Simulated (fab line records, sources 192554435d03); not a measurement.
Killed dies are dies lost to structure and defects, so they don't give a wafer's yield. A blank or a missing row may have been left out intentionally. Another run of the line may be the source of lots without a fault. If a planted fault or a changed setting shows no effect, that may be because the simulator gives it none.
fab line records	flow n5-finfet
[record] lots = 7	wafers = 21
route steps=1938 shown BEOL_M10@1513 BEOL_M11@1562 BEOL_M12@1605 BEOL_M13@1673 BEOL_M15@1773
start-h: start of the lot's first displayed wafer, in hours after the record's first day	wait-h: hours from the lot's prior step to this one	" unchanged from the row above	L1.1+2: a single row standing in for several wafers	- no value, or no start was given	* or withheld: withheld	< > ~ a bound
route shown NAME@n: names a module that has steps shown in the file, with the first one's number in the route	usual: mean and standard deviation over wafers with no fault	same: alike in all rows	chamber/n: place in a boat	sites: the reading at each site	_std_site: the standard deviation of these	_edge_site: outer sites' mean less inner sites'	radius-mm: how far each site lies from the wafer's centre	mask NAME#n: copy n	behind: the tool/chamber that last shaped the wafer	hold: why the lot went on hold/how many hours it stayed there/how the hold came to an end	device: whichever transistor did not switch (one of n, p or np)	end of line: the route-end tests of the same wafers	a step without rows: its recipe alone	killed: the dies lost at the first sort to structure and to defects; this is not the yield of the wafer	map: per-die view of a wafer (x killed, . not killed, _ where there is no die)
set.NAME: setting as actually run; set.NAME@STEP: the setting as run at that earlier step	model.NAME: the simulator's own value behind a step, which no gauge read
lots with deliberately changed settings; one table per step, one row per wafer
[[steps]]
[step N5_BEOL_M10_ETCH_41]
[recipe] chemistry = CH3F/O2	target = SiCN	target-depth-a = 426	taper-deg = 2	time-s = 86	ion-energy-ev = 120	mask-material = TiN	pressure-mtorr = 30	source-w = 395	bias-w = 75	Ar_flow_sccm = 150	CH3F_flow_sccm = 30	O2_flow_sccm = 20
[usual] rf-vpp-V = 297.8/1.4
lot.wafer	tool	chamber	start-h	wait-h	set.source-w	rf-vpp-V	model.etch.depth-nm
L079.2	rie-diel-04	2	-	-	395	300.7	32.87
L079.4	"	2	"	"	395	301.6	33.16
L079.5	"	1	"	"	362.8	306.0	31.42
L084.1	rie-diel-04	1	-	-	429.5	289.4	33.34
L084.4	"	1	"	"	395	297.1	32.43
L084.6	"	3	"	"	429.5	291.1	34.47
L082.2	rie-diel-01	2	-	-	365.8	305.3	31.17
L082.4	"	2	"	"	365.8	306.1	31.2
L082.5	"	1	"	"	395	295.9	33.1
L080.1	rie-diel-03	2	-	-	395	298.6	33.1
L080.2	"	1	"	"	395	298.6	32.71
L080.6	"	2	"	"	395	297.5	33.46
L092.1	rie-diel-04	2	-	-	395	300.5	33.14
L092.2	"	3	"	"	395	297.6	33.61
L092.5	"	3	"	"	324.9	318.6	30.97
L091.1	rie-diel-03	2	-	-	395	297.7	33.1
L091.3	"	1	"	"	395	298.3	32.61
L091.4	"	1	"	"	395	299.5	32.56
L097.2	rie-diel-04	3	-	-	395	298.5	33.5
L097.5	"	3	"	"	395	297.5	33.38
L097.6	"	2	"	"	395	299.0	32.84
[step N5_BEOL_M10_STRIP_77]
[recipe] chemistry = N2/H2	time-s = 10	power-w = 450	temp-c = 40	pressure-mtorr = 20	rf-frequency-hz = 6e+07	bias-power-w = 7	n2-flow-sccm = 200	h2-flow-sccm = 200
[step N5_BEOL_M10_OCD_MEAS_38]
[usual] trench-depth-nm = 149.3/2.6
lot.wafer	tool	chamber	start-h	wait-h	set.source-w@BEOL_M10_TRENCH_ETCH_37	trench-depth-nm
L079.2	ocd-02	-	325.39	-	345	151.3
L079.4	"	-	"	"	405.1	161.2
L079.5	"	-	"	"	345	149.7
L084.1	ocd-01	-	341.85	-	345	149.8
L084.4	"	-	"	"	289.9	139.1
L084.6	"	-	"	"	345	153.1
L082.2	ocd-01	-	346.62	-	345	148.0
L082.4	"	-	"	"	315.8	142.9
L082.5	"	-	"	"	315.8	147.9
L080.1	ocd-01	-	357.49	-	345	151.9
L080.2	"	-	"	"	345	149.0
L080.6	"	-	"	"	345	152.7
L092.1	ocd-01	-	378.96	-	327.3	148.7
L092.2	"	-	"	"	345	153.7
L092.5	"	-	"	"	345	153.2
L091.1	ocd-01	-	398.09	-	284.9	139.6
L091.3	"	-	"	"	284.9	137.4
L091.4	"	-	"	"	345	147.3
L097.2	ocd-01	-	418.13	-	345	154.1
L097.5	"	-	"	"	345	154.2
L097.6	"	-	"	"	375.7	156.4
[step N5_BEOL_M10_HM_STRIP_39]
[recipe] chemistry = peroxide-tin-strip	material = TiN	target-depth-a = 250	temp-c = 50	time-s = 158
[step N5_BEOL_M10_SRD_40]
[recipe] time-s = 30	temp-c = 23	rinse-liquid = diw	dry = ipa-marangoni
[step N5_BEOL_M10_ECD_50]
[recipe] material = Cu	target-thk-a = 3180
[step N5_BEOL_M10_ANNEAL_51]
[recipe] temp-c = 225	time-s = 90	ambient = N2
[step N5_BEOL_M10_CMP_52]
[recipe] stop-on = SiCOH_lowk	t-overpolish-s = 7	down-force-psi = 1	platen-rpm = 50	clearing-platen-down-force-psi = 1.5	clearing-platen-rpm = 50	post-cmp-clean = cu-alkaline	target-thk-nm = 140	clearing-platen-pad-velocity-m-s = 0.99484	pad-velocity-m-s = 0.99484
lot.wafer	tool	chamber	start-h	wait-h	set.source-w@BEOL_M10_TRENCH_ETCH_37	model.Cu_of_BEOL_M10_ECD_50.thk-nm
L079.2	cmp-01	3	327.25	0.3	345	143.6
L079.4	"	0	"	"	405.1	151.6
L079.5	"	1	"	"	345	141.6
L084.1	cmp-03	1	344.59	0.3	345	139.6
L084.4	"	2	"	"	289.9	130.2
L084.6	"	1	"	"	345	143.6
L082.2	cmp-01	3	350.25	0.2	345	138.6
L082.4	"	1	"	"	315.8	134.8
L082.5	"	2	"	"	315.8	139.2
L080.2	cmp-01	1	359.83	0.3	345	141.6
L080.1+6	"	2,3	"	"	345	144
L092.2	cmp-03	2	383.77	0.3	345	144.4
L092.1	"	3	"	"	327.3	139
L092.5	"	1	"	"	345	144.8
L091.4	cmp-01	1	400.79	0.1	345	139
L091.1	"	2	"	"	284.9	131.4
L091.3	"	3	"	"	284.9	128.8
L097.2	cmp-04	2	422.15	0.4	345	145.6
L097.6	"	0	"	"	375.7	148.4
L097.5	"	1	"	"	345	145.4
[step N5_BEOL_M10_THK_MEAS_53]
[recipe] thk-meas-gauge = xrf	reads = Cu_of_BEOL_M10_ECD_50
[usual] M10_THK = 136.3/2.9
lot.wafer	tool	chamber	start-h	wait-h	set.source-w@BEOL_M10_TRENCH_ETCH_37	M10_THK[nm]
L079.2	film-metro-02	-	327.47	-	345	140.1
L079.4	"	-	"	"	405.1	148.3
L079.5	"	-	"	"	345	138.3
L084.1	film-metro-02	-	344.84	-	345	136.3
L084.4	"	-	"	"	289.9	127.3
L084.6	"	-	"	"	345	139.7
L082.2	film-metro-01	-	350.51	-	345	136.0
L082.4	"	-	"	"	315.8	131.5
L082.5	"	-	"	"	315.8	136.3
L080.1	film-metro-02	-	360.05	-	345	140.4
L080.2	"	-	"	"	345	138.0
L080.6	"	-	"	"	345	140.2
L092.1	film-metro-01	-	383.98	-	327.3	134.4
L092.2	"	-	"	"	345	139.4
L092.5	"	-	"	"	345	140.4
L091.1	film-metro-01	-	401.09	-	284.9	128.2
L091.3	"	-	"	"	284.9	125.5
L091.4	"	-	"	"	345	135.7
L097.2	film-metro-02	-	422.37	-	345	140.1
L097.5	"	-	"	"	345	138.4
L097.6	"	-	"	"	375.7	142.0
[step N5_BEOL_M10_PRE_CLEAN_55]
[recipe] gas = NH3	time-s = 15	temp-c = withheld	rf-power-w = 300
[step N5_BEOL_M10_DEP_56]
[recipe] material = SiCN	target-thk-a = 150	temp-c = withheld	precursor = 3MS/NH3	pressure-torr = 3	rf-w = 202	time-s = 26.5
[step N5_BEOL_M10_RS_MEAS_57]
[recipe] thk-meas-gauge = four-point-probe	reads = Cu_of_BEOL_M10_ECD_50+Co_of_BEOL_M10_CVD_75+TaN_of_BEOL_M10_ALD_74
[usual] M10_RS = 0.150/0.0032
lot.wafer	tool	chamber	start-h	wait-h	set.source-w@BEOL_M10_TRENCH_ETCH_37	M10_RS[ohm/sq]
L079.2	film-metro-02	-	327.60	0.1	345	0.146
L079.4	"	-	"	"	405.1	0.138
L079.5	"	-	"	"	345	0.149
L084.1	film-metro-02	-	344.98	0.1	345	0.152
L084.4	"	-	"	"	289.9	0.164
L084.6	"	-	"	"	345	0.147
L082.2	film-metro-02	-	350.65	0.1	345	0.152
L082.4	"	-	"	"	315.8	0.158
L082.5	"	-	"	"	315.8	0.152
L080.1	film-metro-02	-	360.18	0.1	345	0.146
L080.2	"	-	"	"	345	0.149
L080.6	"	-	"	"	345	0.146
L092.1	film-metro-02	-	384.12	0.1	327.3	0.152
L092.2	"	-	"	"	345	0.146
L092.5	"	-	"	"	345	0.145
L091.1	film-metro-02	-	401.22	0.1	284.9	0.162
L091.3	"	-	"	"	284.9	0.165
L091.4	"	-	"	"	345	0.152
L097.2	film-metro-01	-	422.50	0.1	345	0.144
L097.5	"	-	"	"	345	0.145
L097.6	"	-	"	"	375.7	0.142
[step N5_BEOL_M11_COAT_22]
[recipe] resist = CAR-ArF	spin-rpm = 1500	resist-thk-nm = 90
lot.wafer	tool	chamber	start-h	wait-h	set.spin-rpm	model.CAR-ArF_of_BEOL_M11_COAT_22.thk-nm
L079.2	litho-track-03	0	-	-	1500	89.8
L079.4	"	0	"	"	1453	91.4
L079.5	"	0	"	"	1453	91.2
L084.1	litho-track-05	0	-	-	1553	88.4
L084.4	"	0	"	"	1500	90
L084.6	"	0	"	"	1500	90.2
L082.2+4	litho-track-04	0	-	-	1500	90.2
L082.5	"	0	"	"	1500	90
L080.1+6	litho-track-03	0	-	-	1500	89.8
L080.2	"	0	"	"	1500	90
L092.1	litho-track-03	0	-	-	1500	90
L092.2+5	"	0	"	"	1500	90.2
L091.1	litho-track-03	0	-	-	1500	89.8
L091.3	"	0	"	"	1609	86.6
L091.4	"	0	"	"	1500	89.6
L097.2+6	litho-track-04	0	-	-	1445	92
L097.5	"	0	"	"	1500	90.2
[step N5_BEOL_M11_EXPOSE_25]
[recipe] mask-id = V10	na = 1.35	source-shape = annular	sigma-inner = 0.5	sigma-outer = 0.8	polarization = unpolarized	dose-mj = 85.5
lot.wafer	tool	chamber	start-h	wait-h	mask	set.dose-mj
L079.2+4	arfi-scanner-02	0	337.03	-	V10#0	83.41
L079.5	"	0	"	"	V10#0	85.5
L084.1+4	arfi-scanner-01	0	349.43	-	V10#0	85.5
L084.6	"	0	"	"	V10#0	82.81
L082.2+4+5	arfi-scanner-03	0	354.48	-	V10#0	85.5
L080.1+2+6	arfi-scanner-03	0	365.61	-	V10#0	85.5
L092.1	arfi-scanner-01	0	387.13	-	V10#0	85.5
L092.2+5	"	0	"	"	V10#0	82.81
L091.1	arfi-scanner-02	0	405.05	-	V10#0	85.5
L091.3+4	"	0	"	"	V10#0	82.4
L097.2+5+6	arfi-scanner-01	0	425.24	-	V10#0	85.5
[step N5_BEOL_M11_PEB_26]
[recipe] peb-temp-c = withheld	peb-time-s = 60	resist = CAR-ArF
[step N5_BEOL_M11_DEVELOP_27]
[recipe] develop-time-s = 30	developer = TMAH	resist = CAR-ArF	rinse-liquid = diw	dry = air-spin	dev-temp-c = 23
lot.wafer	tool	chamber	start-h	wait-h	set.spin-rpm@BEOL_M11_COAT_22	model.CAR-ArF_of_BEOL_M11_COAT_22.thk-nm
L079.2	litho-track-03	0	-	-	1500	88.2
L079.4	"	0	"	"	1453	89.8
L079.5	"	0	"	"	1453	89.6
L084.1	litho-track-03	0	-	-	1553	86.6
L084.4	"	0	"	"	1500	88.2
L084.6	"	0	"	"	1500	88.4
L082.2	litho-track-05	0	-	-	1500	88.6
L082.4+5	"	0	"	"	1500	88.4
L080.1	litho-track-05	0	-	-	1500	88
L080.2	"	0	"	"	1500	88.4
L080.6	"	0	"	"	1500	88.2
L092.1	litho-track-03	0	-	-	1500	88.4
L092.2+5	"	0	"	"	1500	88.6
L091.1	litho-track-05	0	-	-	1500	88.2
L091.3	"	0	"	"	1609	84.8
L091.4	"	0	"	"	1500	88
L097.2+6	litho-track-04	0	-	-	1445	90.2
L097.5	"	0	"	"	1500	88.6
[step N5_BEOL_M11_CD_MEAS_28]
[recipe] target-cd-nm = 70	landing-energy-ev = 500	detector = se-inlens	polarity = opening
[usual] cd-nm = 70.3/0.74
lot.wafer	tool	chamber	start-h	wait-h	set.dose-mj@BEOL_M11_EXPOSE_25	cd-nm
L079.2	cd-sem-02	0	337.15	-	83.41	68.2
L079.4	"	0	"	"	83.41	68.3
L079.5	"	0	"	"	85.5	70.3
L084.1	cd-sem-03	0	349.56	-	85.5	70.5
L084.4	"	0	"	"	85.5	70.7
L084.6	"	0	"	"	82.81	68.3
L082.2	cd-sem-03	0	354.60	-	85.5	69.7
L082.4	"	0	"	"	85.5	70.1
L082.5	"	0	"	"	85.5	71.1
L080.1	cd-sem-03	0	365.74	-	85.5	71.4
L080.2	"	0	"	"	85.5	72.1
L080.6	"	0	"	"	85.5	72.0
L092.1	cd-sem-03	0	387.27	-	85.5	70.3
L092.2	"	0	"	"	82.81	67.6
L092.5	"	0	"	"	82.81	68.1
L091.1	cd-sem-01	0	405.18	-	85.5	70.1
L091.3	"	0	"	"	82.4	68.2
L091.4	"	0	"	"	82.4	67.4
L097.2	cd-sem-03	0	425.36	-	85.5	69.2
L097.5	"	0	"	"	85.5	69.3
L097.6	"	0	"	"	85.5	69.6
[step N5_BEOL_M11_DEP_56]
[recipe] material = SiCN	target-thk-a = 300	temp-c = withheld	precursor = 3MS/NH3	pressure-torr = 3	rf-w = 675	time-s = 10.5
lot.wafer	tool	chamber	start-h	wait-h	set.time-s	model.SiCN_of_BEOL_M11_DEP_56.thk-nm
L079.2	pecvd-02	1	340.04	0.0	9.659	27.4
L079.4+5	"	1,0	"	"	10.5	30
L084.1	pecvd-01	2	352.90	0.0	10.5	30.2
L084.4+6	"	2,0	"	"	10.5	30.4
L082.2	pecvd-03	2	358.99	0.0	10.5	29.4
L082.4	"	1	"	"	9.823	27.6
L082.5	"	0	"	"	9.823	28.2
L080.1+2	pecvd-03	2,0	369.46	0.0	10.5	29.6
L080.6	"	2	"	"	10.5	30.2
L092.1+5	pecvd-03	2,1	393.19	0.0	10.5	29.8
L092.2	"	1	"	"	10.5	30
L091.1	pecvd-02	0	408.91	0.0	10.5	29.4
L091.3+4	"	1	"	"	10.5	29.6
L097.2	pecvd-02	1	429.04	0.0	11.18	31.6
L097.5	"	1	"	"	11.18	32.4
L097.6	"	0	"	"	11.18	32
[step N5_BEOL_M12_COAT_04]
[recipe] spin-rpm = 1625	resist-thk-nm = 400
lot.wafer	tool	chamber	start-h	wait-h	set.spin-rpm	model.coat_of_BEOL_M12_COAT_04.thk-nm
L079.2	litho-track-02	0	-	-	1484	418.6
L079.4	"	0	"	"	1484	419.4
L079.5	"	0	"	"	1484	420
L084.1	litho-track-02	0	-	-	1625	403
L084.4	"	0	"	"	1625	402.4
L084.6	"	0	"	"	1625	402
L082.2	litho-track-01	0	-	-	1625	398.8
L082.4	"	0	"	"	1798	379.8
L082.5	"	0	"	"	1625	399.2
L080.1	litho-track-03	0	-	-	1625	400.4
L080.2	"	0	"	"	1625	401.6
L080.6	"	0	"	"	1625	401.2
L092.1	litho-track-03	0	-	-	1625	400.8
L092.2+5	"	0	"	"	1494	417.4
L091.1	litho-track-03	0	-	-	1625	399.2
L091.3	"	0	"	"	1625	398.2
L091.4	"	0	"	"	1625	398
L097.2	litho-track-03	0	-	-	1625	399.2
L097.5	"	0	"	"	1625	400
L097.6	"	0	"	"	1625	401.8
[step N5_BEOL_M12_EBR_06]
[recipe] solvent = PGMEA	ebr-width-mm = 1.5
[step N5_BEOL_M12_SOFTBAKE_05]
[recipe] temp-c = 130	time-s = 60
[step N5_BEOL_M12_DESCUM_15]
[recipe] chemistry = O2	time-s = 7.9	source-power-w = 50	bias-power-w = 20	pressure-mtorr = 20	rf-frequency-hz = 2.712e+07	temp-c = 40	o2-flow-sccm = 225
[step N5_BEOL_M12_ETCH_59]
[recipe] chemistry = N2/H2	target = BARC	target-depth-a = 890	overetch-a = 267	time-s = 67.9	ion-energy-ev = 200	pressure-mtorr = 30	source-w = 840	bias-w = 150	n2-flow-sccm = 200	h2-flow-sccm = 200
lot.wafer	tool	chamber	start-h	wait-h	set.spin-rpm@BEOL_M12_COAT_04	model.coat_of_BEOL_M12_COAT_04.thk-nm
L079.2	rie-diel-03	3	340.85	0.0	1484	338.4
L079.4	"	1	"	"	1484	336.2
L079.5	"	2	"	"	1484	335.6
L084.1	rie-diel-04	2	354.02	0.0	1625	320.4
L084.4	"	3	"	"	1625	317.8
L084.6	"	2	"	"	1625	319
L082.2	rie-diel-03	0	359.72	0.0	1625	318.2
L082.4	"	3	"	"	1798	299.2
L082.5	"	1	"	"	1625	315.6
L080.1	rie-diel-04	3	370.21	0.0	1625	316.2
L080.2	"	2	"	"	1625	319
L080.6	"	3	"	"	1625	316.8
L092.1	rie-diel-03	1	394.05	0.0	1625	317.6
L092.2	"	2	"	"	1494	333
L092.5	"	1	"	"	1494	334
L091.1	rie-diel-04	1	409.60	0.0	1625	316.4
L091.3	"	0	"	"	1625	313.6
L091.4	"	2	"	"	1625	314.8
L097.2	rie-diel-04	1	430.24	0.0	1625	316.8
L097.5	"	3	"	"	1625	315.8
L097.6	"	2	"	"	1625	319.2
[step N5_BEOL_M13_ETCH_59]
[recipe] chemistry = N2/H2	target = BARC	target-depth-a = 890	overetch-a = 267	time-s = 67.9	ion-energy-ev = 200	pressure-mtorr = 30	source-w = 840	bias-w = 150	n2-flow-sccm = 200	h2-flow-sccm = 200
[usual] rf-vpp-V = 523.3/2.8
lot.wafer	tool	chamber	start-h	wait-h	set.bias-w	rf-vpp-V
L079.2	rie-diel-06	1	345.32	0.0	150	522.9
L079.4	"	2	"	"	150	528.5
L079.5	"	1	"	"	150	521.4
L084.1	rie-diel-02	1	365.96	0.0	125.8	470.0
L084.4	"	2	"	"	150	525.9
L084.6	"	2	"	"	150	525.0
L082.2	rie-diel-05	3	366.62	0.0	135.1	493.1
L082.4	"	1	"	"	150	524.7
L082.5	"	3	"	"	135.1	490.5
L080.1	rie-diel-06	2	376.57	0.0	150	527.8
L080.2	"	1	"	"	150	522.0
L080.6	"	2	"	"	150	528.3
L092.1	rie-diel-06	1	398.64	0.0	168	560.6
L092.2	"	2	"	"	168	568.4
L092.5	"	2	"	"	150	529.0
L091.1	rie-diel-05	2	414.11	0.0	126.1	465.9
L091.3	"	0	"	"	126.1	467.6
L091.4	"	3	"	"	150	525.4
L097.2	rie-diel-02	3	434.59	0.0	174.5	568.5
L097.5	"	2	"	"	174.5	579.1
L097.6	"	3	"	"	150	517.6
[step N5_BEOL_M15_ILD_DEP_00]
[recipe] material = SiO2	target-thk-a = 16293	temp-c = 400	precursor = TEOS/O2	pressure-torr = 6.5	rf-w = 900	teos-flow-sccm = 161.4	gas = O2	flow-sccm = 2650	time-s = 346.1
lot.wafer	tool	chamber	start-h	wait-h	set.time-s	model.SiO2_of_BEOL_M15_ILD_DEP_00.thk-nm
L079.2	pecvd-03	2	356.22	0.0	346.1	1633
L079.4	"	2	"	"	346.1	1653
L079.5	"	0	"	"	346.1	1652
L084.1	pecvd-01	2	377.36	0.0	346.1	1600
L084.4	"	1	"	"	326.4	1541
L084.6	"	0	"	"	346.1	1616
L082.2	pecvd-01	2	378.35	0.0	346.1	1627
L082.4	"	2	"	"	346.1	1667
L082.5	"	1	"	"	346.1	1688
L080.1	pecvd-01	0	386.76	0.0	346.1	1602
L080.2	"	2	"	"	346.1	1627
L080.6	"	0	"	"	346.1	1642
L092.1	pecvd-02	0	410.36	0.0	363.4	1705
L092.2	"	1	"	"	363.4	1689
L092.5	"	1	"	"	346.1	1649
L091.1	pecvd-01	2	425.32	0.0	346.1	1617
L091.3	"	0	"	"	346.1	1610
L091.4	"	2	"	"	346.1	1618
L097.2	pecvd-02	2	444.33	0.0	346.1	1614
L097.5	"	0	"	"	376.1	1786
L097.6	"	2	"	"	346.1	1659
[step N5_BEOL_M15_THK_MEAS_01]
[recipe] reads = SiO2_of_BEOL_M15_ILD_DEP_00
[usual] M15_ILD_THK = 1631/19
lot.wafer	tool	chamber	start-h	wait-h	set.time-s@BEOL_M15_ILD_DEP_00	M15_ILD_THK[nm]
L079.2	film-metro-02	-	356.58	0.3	346.1	1633
L079.4	"	-	"	"	346.1	1653
L079.5	"	-	"	"	346.1	1650
L084.1	film-metro-02	-	377.61	0.1	346.1	1602
L084.4	"	-	"	"	326.4	1541
L084.6	"	-	"	"	346.1	1617
L082.2	film-metro-01	-	378.60	0.1	346.1	1629
L082.4	"	-	"	"	346.1	1668
L082.5	"	-	"	"	346.1	1689
L080.1	film-metro-02	-	387.12	0.2	346.1	1602
L080.2	"	-	"	"	346.1	1627
L080.6	"	-	"	"	346.1	1642
L092.1	film-metro-01	-	410.61	0.1	363.4	1705
L092.2	"	-	"	"	363.4	1688
L092.5	"	-	"	"	346.1	1648
L091.1	film-metro-01	-	425.57	0.1	346.1	1617
L091.3	"	-	"	"	346.1	1612
L091.4	"	-	"	"	346.1	1621
L097.2	film-metro-01	-	444.58	0.1	346.1	1613
L097.5	"	-	"	"	376.1	1785
L097.6	"	-	"	"	346.1	1659
[step N5_BEOL_M15_COAT_04]
[recipe] spin-rpm = 1704	resist-thk-nm = 800
lot.wafer	tool	chamber	start-h	wait-h	set.spin-rpm	model.coat_of_BEOL_M15_COAT_04.thk-nm
L079.2	litho-track-01	0	-	-	1704	803.8
L079.4	"	0	"	"	1704	802.4
L079.5	"	0	"	"	1704	806.2
L084.1	litho-track-01	0	-	-	1704	801.6
L084.4	"	0	"	"	1704	803
L084.6	"	0	"	"	1704	800.2
L082.2	litho-track-02	0	-	-	1654	817.4
L082.4	"	0	"	"	1654	815.6
L082.5	"	0	"	"	1704	801.8
L080.1	litho-track-01	0	-	-	1704	801.4
L080.2	"	0	"	"	1704	802.6
L080.6	"	0	"	"	1704	802.8
L092.1	litho-track-01	0	-	-	1704	800
L092.2	"	0	"	"	1619	817.6
L092.5	"	0	"	"	1704	798.6
L091.1	litho-track-05	0	-	-	1704	796.8
L091.3	"	0	"	"	1807	775
L091.4	"	0	"	"	1807	777.2
L097.2	litho-track-01	0	-	-	1517	850.4
L097.5	"	0	"	"	1704	804
L097.6	"	0	"	"	1704	804.6
[[key]]
[split] step = N5_BEOL_M10_ETCH_41	setting = source-w	stated = 395	by = wafer
[response] step = N5_BEOL_M10_ETCH_41	reading = rf-vpp-V	change = -1.01	per = 1%	r = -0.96
[response] step = N5_BEOL_M10_ETCH_41	reading = model.etch.depth-nm	change = +0.162	per = 1%	r = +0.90
[split] step = N5_BEOL_M11_COAT_22	setting = spin-rpm	stated = 1500	by = wafer
[response] step = N5_BEOL_M11_COAT_22	reading = model.CAR-ArF_of_BEOL_M11_COAT_22.thk-nm	change = -0.45	per = 1%	r = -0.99
[response] step = N5_BEOL_M11_DEVELOP_27	reading = model.CAR-ArF_of_BEOL_M11_COAT_22.thk-nm	change = -0.458	per = 1%	r = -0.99
[split] step = N5_BEOL_M11_EXPOSE_25	setting = dose-mj	stated = 85.5	by = wafer
[response] step = N5_BEOL_M11_CD_MEAS_28	reading = cd-nm	change = +0.736	per = 1%	r = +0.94
[split] step = N5_BEOL_M11_DEP_56	setting = time-s	stated = 10.5	by = wafer
[response] step = N5_BEOL_M11_DEP_56	reading = model.SiCN_of_BEOL_M11_DEP_56.thk-nm	change = +0.288	per = 1%	r = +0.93
[split] step = N5_BEOL_M12_COAT_04	setting = spin-rpm	stated = 1625	by = wafer
[response] step = N5_BEOL_M12_COAT_04	reading = model.coat_of_BEOL_M12_COAT_04.thk-nm	change = -1.9	per = 1%	r = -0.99
[response] step = N5_BEOL_M12_ETCH_59	reading = model.coat_of_BEOL_M12_COAT_04.thk-nm	change = -1.78	per = 1%	r = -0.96
[split] step = N5_BEOL_M13_ETCH_59	setting = bias-w	stated = 150	by = wafer
[response] step = N5_BEOL_M13_ETCH_59	reading = rf-vpp-V	change = +3.42	per = 1%	r = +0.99
[split] step = N5_BEOL_M15_ILD_DEP_00	setting = time-s	stated = 346.1	by = wafer
[response] step = N5_BEOL_M15_ILD_DEP_00	reading = model.SiO2_of_BEOL_M15_ILD_DEP_00.thk-nm	change = +14.5	per = 1%	r = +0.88
[response] step = N5_BEOL_M15_THK_MEAS_01	reading = M15_ILD_THK	change = +14.5	per = 1%	r = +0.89
[split] step = N5_BEOL_M15_COAT_04	setting = spin-rpm	stated = 1704	by = wafer
[response] step = N5_BEOL_M15_COAT_04	reading = model.coat_of_BEOL_M15_COAT_04.thk-nm	change = -4.02	per = 1%	r = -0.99
split outside-this-file step=N5_BEOL_M10_TRENCH_ETCH_37 setting=source-w
// split outside-this-file: this setting was split too, and the file shows its column; the key of that split is in another file
